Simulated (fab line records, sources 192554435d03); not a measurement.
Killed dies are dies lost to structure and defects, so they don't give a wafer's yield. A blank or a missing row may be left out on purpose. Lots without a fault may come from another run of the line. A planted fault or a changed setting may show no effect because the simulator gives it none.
fab line records | flow n5_finfet | part 2 of 2: steps 5 to 6 of 6
record lots=24 wafers=72 last_day=18
route steps=1938 shown STI_FIN_REVEAL@184 DUMMY_GATE@235
lots that met no fault: from a run of the same line without faults
start_h: hours from the record's first day to the start of the lot's first wafer shown | wait_h: hours since the lot's step before | " the same as in the row above | L1.1+2: a row that stands for several wafers | - no value, or no start given | * or withheld: withheld | < > ~ a bound
route shown NAME@n: a module of which the file shows steps, and the number in the route of the first | usual: mean/standard deviation of fault-free wafers | same: alike in all rows | chamber/n: place in a boat | sites: the reading at each site | _std_site: their standard deviation | _edge_site: outer sites' mean less inner sites' | radius_mm: how far each site lies from the wafer's centre | mask NAME#n: copy n | behind: the tool/chamber that last shaped the wafer | hold: why the lot was held/for how many hours/how that ended | device: the transistor (n, p or np) that didn't switch | end of line: the same wafers' tests at the end of the route | a step without rows: its recipe alone | killed: dies lost to structure and defects at the first sort, not the wafer's yield | map: a wafer's dies, x killed, . not, _ none there
set.NAME: the setting as run; set.NAME@STEP: as run at that earlier step | model.NAME: the simulator's own value behind a step, which no gauge read
steps of the route over a sample of lots; a table a step, a row a wafer
services: from which hour (start_h, from the record's first day; less than 0 if before it) a tool's chamber was out of use, for how many hours, and why
## steps
# step N5_DUMMY_GATE_STRIP_40
# recipe chemistry=CF4 resist=SiARC power_w=300 bias_power_w=75 pressure_mtorr=50 cf4_flow_sccm=150 rf_frequency_hz=6e+07
# usual chamber_pressure_mTorr=50.00/0.055 drypump_motor_current_A=5.7/0.44 oes_product_au=0.79/0.089 rf_vpp_V=271.3/1.8 showerhead_plenum_p_Torr=1.80/0.063 throttle_valve_pct=13.60/0.25
# columns lot.wafer tool chamber start_h wait_h chamber_pressure_mTorr drypump_motor_current_A oes_product_au rf_hours_counter_h rf_vpp_V showerhead_plenum_p_Torr throttle_valve_pct
L074.1 rie_diel-04 3 48.96 0.1 49.97 6.5 0.73 180 269.1 1.72 13.66
L074.2 " 2 " " 50.05 5.7 0.71 190 272.8 1.85 13.78
L074.6 " 2 " " 49.99 5.8 0.71 - 273.8 1.85 13.77
L075.1 rie_diel-03 2 56.83 0.1 50.13 5.4 0.86 49 274.6 1.89 13.72
L075.4 " 0 " " 50.01 5.2 0.72 199 268.9 1.71 13.85
L075.5 " 2 " " 50.01 5.4 0.86 - 274.5 1.89 13.68
L076.1 rie_diel-04 3 58.79 0.1 50.04 6.5 0.73 184 269.2 1.72 13.65
L076.2 " 2 " " 50.05 5.8 0.71 193 272.6 1.85 13.78
L076.4 " 1 " " 49.96 5.7 0.86 42 271.9 1.76 13.20
L077.2 rie_diel-03 3 65.98 0.1 50.03 4.8 0.91 17 270.2 1.76 13.57
L077.5 " 0 " " 49.98 5.2 0.71 - 269.8 1.71 13.85
L077.6 " 1 " " 49.92 5.9 0.94 - 272.4 1.83 13.31
L078.3 rie_diel-04 2 70.34 0.1 49.92 5.8 0.71 196 273.0 1.85 13.77
L078.5 " 3 " " 50.01 6.4 0.72 - 269.6 1.72 13.67
L078.6 " 2 " " 49.97 5.8 0.70 - 271.5 1.85 13.79
L079.2 rie_diel-01 2 76.09 0.1 49.91 5.5 0.70 215 271.1 1.78 13.76
L079.4 " 0 " " 49.98 5.1 0.90 - 272.7 1.90 13.35
L079.5 " 3 " " 50.04 5.4 0.92 - 271.9 1.83 13.38
L080.3 rie_diel-04 1 87.25 0.1 50.10 5.7 0.85 49 272.6 1.76 13.22
L080.5 " 3 " " 49.98 6.5 0.71 - 269.3 1.72 13.68
L080.6 " 2 " " 50.01 5.8 0.70 - 272.8 1.85 13.80
L081.1 rie_diel-04 2 89.21 0.1 49.95 5.7 0.71 200 271.8 1.85 13.81
L081.3 " 0 " " 49.97 5.8 0.69 216 271.5 1.86 13.86
L081.5 " 0 " " 49.95 5.8 0.69 - 271.6 1.86 13.85
L082.1 rie_diel-04 0 97.12 0.1 50.01 5.8 0.69 218 271.6 1.86 13.86
L082.4 " 1 " " 49.99 5.7 0.85 50 270.6 1.76 13.21
L082.5 " 1 " " 49.95 5.7 0.85 - 270.6 1.76 13.23
L084.2 rie_diel-01 2 105.80 0.1 50.00 5.5 0.69 225 271.5 1.77 13.76
L084.3 " 1 " " 49.98 6.0 0.90 9 272.6 1.91 13.06
L084.6 " 3 " " 49.95 5.4 0.90 - 272.4 1.83 13.39
L083.2 rie_diel-03 0 106.50 0.1 50.01 5.2 0.71 213 268.1 1.71 13.88
L083.5 " 2 " " 50.01 5.4 0.84 - 275.2 1.89 13.72
L083.6 " 3 " " 50.03 4.7 0.88 - 270.3 1.75 13.60
L085.1 rie_diel-01 3 116.62 0.1 49.92 5.4 0.89 25 272.2 1.83 13.39
L085.5 " 2 " " 50.04 5.5 0.69 - 270.3 1.77 13.77
L085.6 " 1 " " 50.03 5.9 0.90 - 273.9 1.91 13.07
L086.1 rie_diel-03 3 119.56 0.3 50.02 4.7 0.87 32 268.9 1.75 13.60
L086.2 " 2 " " 50.09 5.4 0.84 66 273.3 1.89 13.72
L086.3 " 0 " " 50.01 5.2 0.70 216 270.8 1.71 13.89
L087.1 rie_diel-01 0 125.03 0.1 50.02 5.1 0.88 29 274.5 1.89 13.39
L087.3 " 3 " " 49.98 5.4 0.87 28 270.1 1.83 13.40
L087.5 " 1 " " 49.93 5.9 0.89 - 274.4 1.90 13.06
L088.2 rie_diel-04 0 133.05 0.1 49.99 5.8 0.68 230 271.2 1.85 13.88
L088.3 " 2 " " 49.99 5.8 0.69 214 272.0 1.84 13.82
L088.5 " 1 " " 49.90 5.7 0.85 - 269.3 1.76 13.22
L089.1 rie_diel-04 2 136.43 0.1 50.07 5.7 0.70 215 271.4 1.84 13.84
L089.2 " 0 " " 50.01 5.8 0.68 231 270.5 1.85 13.88
L089.5 " 1 " " 50.08 5.7 0.85 - 270.0 1.76 13.24
L090.3 rie_diel-04 0 141.39 0.1 49.93 5.8 0.67 232 273.0 1.85 13.88
L090.5 " 3 " " 50.08 6.5 0.71 - 268.7 1.71 13.72
L090.6 " 2 " " 49.97 5.8 0.69 - 270.7 1.84 13.84
L091.2 rie_diel-03 1 148.33 0.1 49.96 5.9 0.88 30 270.4 1.83 13.38
L091.4 " 1 " " 50.15 5.9 0.88 - 272.1 1.83 13.38
L091.5 " 3 " " 50.00 4.7 0.85 - 270.8 1.75 13.64
L092.2 rie_diel-03 0 154.15 0.5 49.93 5.2 0.71 227 271.4 1.71 13.91
L092.3 " 1 " " 49.94 5.9 0.87 32 271.3 1.83 13.38
L092.5 " 1 " " 50.05 5.9 0.88 - 272.9 1.83 13.40
L093.1 rie_diel-04 3 163.57 0.1 49.98 6.5 0.71 208 268.3 1.71 13.71
L093.3 " 2 " " 50.05 5.8 0.69 221 271.4 1.84 13.84
L093.6 " 3 " " 50.08 6.5 0.72 - 268.6 1.71 13.72
L094.2 rie_diel-03 0 171.80 0.2 49.97 5.2 0.69 233 269.1 1.70 13.92
L094.3 " 2 " " 50.03 5.4 0.81 79 272.2 1.88 13.74
L094.5 " 1 " " 50.03 6.0 0.86 - 272.2 1.83 13.39
L095.3 rie_diel-03 3 173.11 0.1 50.04 4.7 0.85 49 269.9 1.75 13.63
L095.4 " 2 " " 50.00 5.4 0.82 80 274.8 1.88 13.76
L095.5 " 1 " " 49.90 5.9 0.86 - 271.3 1.83 13.43
L096.3 rie_diel-04 1 187.53 0.1 50.03 5.7 0.81 72 270.6 1.75 13.26
L096.4 " 0 " " 50.00 5.8 0.67 - 272.0 1.85 13.92
L096.5 " 2 " " 49.99 5.7 0.69 - 271.6 1.84 13.90
L097.1 rie_diel-01 0 191.28 0.1 49.97 5.1 0.86 48 274.3 1.89 13.44
L097.2 " 2 " " 49.95 5.5 0.68 247 271.8 1.77 13.80
L097.3 " 3 " " 50.08 5.4 0.85 47 272.7 1.82 13.47
# step N5_DUMMY_GATE_ETCH_44
# recipe chemistry=HBr/O2 over_etch_frac=0.7 target_depth_a=1275 stop_on=SiO2 ion_energy_ev=60 bias_w=20 target=poly-Si mask_material=SiO2 pressure_mtorr=20 icp_w=400 HBr_flow_sccm=120 O2_flow_sccm=10
# usual chamber_pressure_mTorr=20.003/0.018 drypump_motor_current_A=5.7/0.32 oes_product_au=0.725/0.011 throttle_valve_pct=18.51/0.24
# columns lot.wafer tool chamber start_h wait_h chamber_pressure_mTorr drypump_motor_current_A oes_product_au rf_hours_counter_h throttle_valve_pct
L074.1 rie_si-02 1 49.39 0.0 19.962 5.5 0.724 86 18.45
L074.2 " 0 " " 19.989 6.4 0.721 24 18.34
L074.6 " 3 " " 19.992 6.0 0.733 - 18.10
L075.1 rie_si-02 3 57.26 0.0 20.022 5.9 0.734 34 18.09
L075.4 " 2 " " 19.991 5.6 0.716 120 18.75
L075.5 " 2 " " 20.040 5.6 0.720 - 18.75
L076.1 rie_si-06 1 59.31 0.0 20.005 5.6 0.727 2 18.19
L076.2 " 3 " " 19.992 5.5 0.710 119 18.73
L076.4 " 0 " " 20.024 5.9 0.729 188 18.58
L077.2 rie_si-02 0 66.42 0.0 20.020 6.3 0.725 24 18.36
L077.5 " 1 " " 19.983 5.5 0.716 - 18.47
L077.6 " 0 " " 19.981 6.3 0.718 - 18.37
L078.3 rie_si-02 0 70.77 0.0 19.990 6.4 0.729 24 18.36
L078.5 " 1 " " 20.006 5.5 0.726 - 18.45
L078.6 " 0 " " 19.990 6.3 0.738 - 18.37
L079.2 rie_si-06 1 76.52 0.0 19.991 5.6 0.741 3 18.20
L079.4 " 3 " " 20.009 5.5 0.725 120 18.74
L079.5 " 1 " " 20.002 5.6 0.742 - 18.19
L080.3 rie_si-04 1 87.68 0.0 20.021 4.9 0.721 144 18.54
L080.5 " 0 " " 19.998 5.8 0.710 - 18.91
L080.6 " 1 " " 19.984 4.9 0.717 - 18.52
L081.1 rie_si-06 0 89.64 0.0 19.990 6.0 0.716 189 18.58
L081.3 " 2 " " 19.995 5.6 0.725 7 18.74
L081.5 " 1 " " 19.995 5.6 0.729 - 18.18
L082.1 rie_si-06 3 97.55 0.0 19.998 5.5 0.701 120 18.72
L082.4 " 2 " " 19.998 5.6 0.724 7 18.73
L082.5 " 1 " " 20.004 5.6 0.742 - 18.20
L084.2 rie_si-02 3 106.24 0.0 19.996 6.0 0.734 34 18.09
L084.3 " 2 " " 19.995 5.5 0.731 121 18.77
L084.6 " 3 " " 20.014 6.0 0.736 - 18.09
L083.2 rie_si-02 2 106.94 0.0 20.028 5.5 0.726 121 18.76
L083.5 " 0 " " 19.993 6.3 0.746 - 18.34
L083.6 " 3 " " 19.989 5.9 0.740 - 18.10
L085.1 rie_si-06 3 117.06 0.0 19.991 5.5 0.714 120 18.73
L085.5 " 3 " " 20.013 5.5 0.702 - 18.72
L085.6 " 0 " " 20.049 6.0 0.719 - 18.58
L086.1 rie_si-06 1 120.02 0.0 20.001 5.6 0.719 4 18.21
L086.2 " 2 " " 20.002 5.6 0.736 7 18.73
L086.3 " 3 " " 20.011 5.5 0.714 120 18.73
L087.1 rie_si-06 0 125.47 0.0 20.003 5.9 0.722 190 18.59
L087.3 " 1 " " 19.997 5.6 0.744 4 18.18
L087.5 " 2 " " 19.982 5.6 0.739 - 18.74
L088.2 rie_si-04 3 133.49 0.0 20.022 5.7 0.711 121 18.57
L088.3 " 0 " " 20.008 5.8 0.709 159 18.89
L088.5 " 3 " " 20.000 5.7 0.710 - 18.57
L089.1 rie_si-06 1 137.04 0.0 20.010 5.6 0.726 4 18.19
L089.2 " 0 " " 20.004 5.9 0.715 190 18.58
L089.5 " 0 " " 20.009 5.9 0.710 - 18.59
L090.3 rie_si-06 3 141.82 0.0 20.006 5.5 0.724 121 18.72
L090.5 " 2 " " 19.984 5.6 0.740 - 18.75
L090.6 " 3 " " 19.987 5.5 0.709 - 18.73
L091.2 rie_si-02 0 148.82 0.0 20.005 6.3 0.740 25 18.35
L091.4 " 2 " " 20.021 5.5 0.721 122 18.75
L091.5 " 3 " " 19.974 5.9 0.731 - 18.09
L092.2 rie_si-06 2 154.59 0.0 20.022 5.5 0.732 8 18.75
L092.3 " 1 " " 19.981 5.6 0.742 4 18.19
L092.5 " 3 " " 20.041 5.5 0.710 - 18.74
L093.1 rie_si-04 0 164.01 0.0 20.040 5.7 0.716 159 18.89
L093.3 " 3 " " 20.012 5.7 0.713 122 18.57
L093.6 " 1 " " 20.002 4.9 0.716 - 18.52
L094.2 rie_si-02 0 172.33 0.0 20.007 6.3 0.723 26 18.35
L094.3 " 2 " " 19.996 5.5 0.720 122 18.75
L094.5 " 3 " " 19.991 5.9 0.739 - 18.11
L095.3 rie_si-06 2 173.55 0.0 20.004 5.6 0.734 9 18.74
L095.4 " 1 " " 20.014 5.6 0.734 4 18.18
L095.5 " 3 " " 20.023 5.5 0.700 - 18.73
L096.3 rie_si-06 2 187.96 0.0 19.999 5.6 0.745 9 18.75
L096.4 " 2 " " 20.019 5.6 0.749 - 18.74
L096.5 " 3 " " 20.003 5.5 0.711 - 18.75
L097.1 rie_si-04 1 191.71 0.0 19.978 4.9 0.719 146 18.54
L097.2 " 0 " " 19.996 5.7 0.725 160 18.89
L097.3 " 3 " " 20.027 5.7 0.724 122 18.56
## services
# columns tool chamber start_h hours kind
cmp-02 - 13.88 1.3 repair
rie_diel-03 0 17.93 3.8 repair
cmp-02 - 29.54 0.9 repair
ald_sin-02 - 29.58 1.3 repair
rie_diel-01 3 44.83 2.5 repair
cmp-02 - 47.75 3.6 repair
ald_sin-03 0 56.16 5.3 repair
cmp-04 - 64.51 0.4 repair
cmp-04 - 82.26 5.0 pm
rie_diel-04 1 89.19 5.1 repair
ald_sin-03 1 101.55 18.4 repair
rie_diel-01 0 102.36 22.0 repair
rie_diel-04 1 105.96 14.5 repair
rie_diel-04 3 120.72 9.8 repair
cmp-03 - 124.34 7.2 pm
rie_si-06 3 134.24 2.9 repair
cmp-02 - 134.51 5.8 pm
cmp-02 - 141.38 4.0 pm
rie_diel-03 2 147.89 8.5 repair
rie_diel-04 - 150.63 0.2 repair
rie_diel-01 2 163.08 6.8 repair
ald_sin-03 - 177.86 14.0 pm
rie_diel-04 0 179.56 5.8 repair
rie_diel-04 3 185.77 45.5 repair
